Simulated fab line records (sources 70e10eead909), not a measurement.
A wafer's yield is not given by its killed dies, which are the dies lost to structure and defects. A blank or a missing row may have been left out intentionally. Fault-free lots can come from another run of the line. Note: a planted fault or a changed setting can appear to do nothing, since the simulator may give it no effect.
2 desks, one fault || flow nand-harc || each desk holds nothing but its own numbers, with what lay behind them at the end

== THE TOOL OWNER'S DESK: rie-diel-08 ==
The tool's own readings at NHARC_A_SGD_CUT_ETCH_16 (etches the open film in C4F8/O2/Ar, target depth 310.5 nm, time 155.2 s): means of the sampled wafers that have a number, for each lot that ran on this tool. Marked OUT: a lot whose mean sits more than 4 standard deviations from the usual mean, which makes it out of limits; the brackets give that distance.
Columns: A = oes-product-au at NHARC_A_SGD_CUT_ETCH_16, usual 0.972 a.u.; B = rf-vpp-V at NHARC_A_SGD_CUT_ETCH_16, usual 722 V
{"lot": "L732", "first seen here": "day 19 15:16", "A": 0.990, "B": 724}
{"lot": "L735", "first seen here": "day 20 20:40", "A": 0.974, "B": 725}
{"lot": "L739", "first seen here": "day 23 03:20", "A": 0.979, "B": 724}
{"lot": "L743", "first seen here": "day 24 17:26", "A": 0.969, "B": 720}
{"lot": "L746", "first seen here": "day 25 17:08", "A": 0.944, "B": 720}
{"lot": "L747", "first seen here": "day 25 20:04", "A": 0.952, "B": 721}
{"lot": "L748", "first seen here": "day 26 16:34", "A": 0.938, "B": 724}
{"lot": "L753", "first seen here": "day 29 01:08", "A": 0.966, "B": 722}
This desk's finding: nothing out of limits on any of the 8 lots.

== THE DEFECT DESK ==
Per lot, the means of the sampled wafers with a number show what the inspections along the route counted. Marked OUT: a lot whose mean sits more than 4 standard deviations from the usual mean, which makes it out of limits; the brackets give that distance.
Columns: A = raw-defect-count at NHARC_A_STAIRCASE_INSPECT_155, usual 464; B = raw-defect-count at NHARC_A_SGD_CUT_INSPECT_11, usual 63
{"lot": "L732", "first seen here": "day 19 13:43", "A": 401, "B": 56}
{"lot": "L734", "first seen here": "day 20 11:56", "A": 486, "B": 115}
{"lot": "L735", "first seen here": "day 20 19:08", "A": 567, "B": 72}
{"lot": "L739", "first seen here": "day 23 01:53", "A": 489, "B": 25}
{"lot": "L743", "first seen here": "day 24 16:00", "A": 346, "B": 63}
{"lot": "L746", "first seen here": "day 25 15:41", "A": 532, "B": 50}
{"lot": "L747", "first seen here": "day 25 18:39", "A": 329, "B": 70}
{"lot": "L748", "first seen here": "day 26 14:59", "A": 475, "B": 24}
{"lot": "L749", "first seen here": "day 27 02:16", "A": 429, "B": 62}
{"lot": "L750", "first seen here": "day 27 02:29", "A": 360, "B": 59}
{"lot": "L751", "first seen here": "day 27 22:59", "A": 519, "B": 64}
{"lot": "L753", "first seen here": "day 28 23:42", "A": 412, "B": 66}
{"lot": "L752", "first seen here": "day 29 05:55", "A": 429, "B": 84}
This desk's finding: nothing out of limits on any of the 13 lots.

== ALL TOGETHER ==
The desk of the tool owner found nothing out of limits.
Nothing the defect desk looked at was out of limits.

== WHAT HAD BEEN PUT IN BY THE SIMULATOR ==
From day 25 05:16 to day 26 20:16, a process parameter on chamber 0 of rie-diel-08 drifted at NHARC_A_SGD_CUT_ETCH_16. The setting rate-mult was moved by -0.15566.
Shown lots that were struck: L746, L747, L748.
